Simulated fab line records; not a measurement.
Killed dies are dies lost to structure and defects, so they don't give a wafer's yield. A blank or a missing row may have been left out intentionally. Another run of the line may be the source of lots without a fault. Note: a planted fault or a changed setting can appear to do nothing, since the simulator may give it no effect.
Chamber matching || flow nand harc || pecvd-04 running NHARC_A_CONTACT_DEP_58: 3 sister chambers
The step deposits SiON, target thk 60 nm. 6 wafers are shown with their chamber, then 7 later ones without.

## EACH WAFER AND ITS CHAMBER
{"wafer": "L079.4", "chamber": 1, "heater power w (W)": 707, "susceptor temp C (C)": 400.03}
{"wafer": "L080.4", "chamber": 1, "heater power w (W)": 731, "susceptor temp C (C)": 399.65}
{"wafer": "L085.1", "chamber": 0, "heater power w (W)": 848, "susceptor temp C (C)": 399.87}
{"wafer": "L085.5", "chamber": 2, "heater power w (W)": 650, "susceptor temp C (C)": 399.95}
{"wafer": "L088.1", "chamber": 2, "heater power w (W)": 712, "susceptor temp C (C)": 400.09}
{"wafer": "L088.5", "chamber": 0, "heater power w (W)": 785, "susceptor temp C (C)": 400.34}

## WAFERS WHOSE CHAMBER IS MISSING
{"wafer": "L088.6", "heater power w (W)": 737, "susceptor temp C (C)": 399.96}
{"wafer": "L091.1", "heater power w (W)": 819, "susceptor temp C (C)": 400.05}
{"wafer": "L091.4", "heater power w (W)": 678, "susceptor temp C (C)": 400.12}
{"wafer": "L091.5", "heater power w (W)": 794, "susceptor temp C (C)": 400.00}
{"wafer": "L093.2", "heater power w (W)": 728, "susceptor temp C (C)": 400.34}
{"wafer": "L093.3", "heater power w (W)": 685, "susceptor temp C (C)": 399.80}
{"wafer": "L093.6", "heater power w (W)": 728, "susceptor temp C (C)": 399.97}

## WHICH CHAMBER EACH WENT THROUGH
{"wafer": "L088.6", "from the rows above": "can't be placed: 1 or 2 or 0", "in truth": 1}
{"wafer": "L091.1", "from the rows above": 0, "in truth": 0}
{"wafer": "L091.4", "from the rows above": "can't be placed: 2 or 1", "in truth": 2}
{"wafer": "L091.5", "from the rows above": "can't be placed: 0 or 1", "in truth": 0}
{"wafer": "L093.2", "from the rows above": "can't be placed: 2 or 1 or 0", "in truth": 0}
{"wafer": "L093.3", "from the rows above": "can't be placed: 2 or 1", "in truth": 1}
{"wafer": "L093.6", "from the rows above": "can't be placed: 1 or 2 or 0", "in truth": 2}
Placed correctly: 1 of 7. Not placeable from these rows: 6 (in 6, the candidates include the true chamber). 0 placed wrongly.
How it was worked out, from the rows above alone: a wafer's distance from a chamber is the root of the sum, over the readings, of the square of ((its reading less the chamber's mean) divided by the reading's scatter). If the next closest chamber is less than 2 further off than the closest, the wafer can't be placed; otherwise it belongs to the closest. A chamber's mean is the mean of its shown wafers. The scatter: the root of (the sum of the squares of (reading less its chamber's mean) over the shown wafers, divided by (wafers less chambers)).
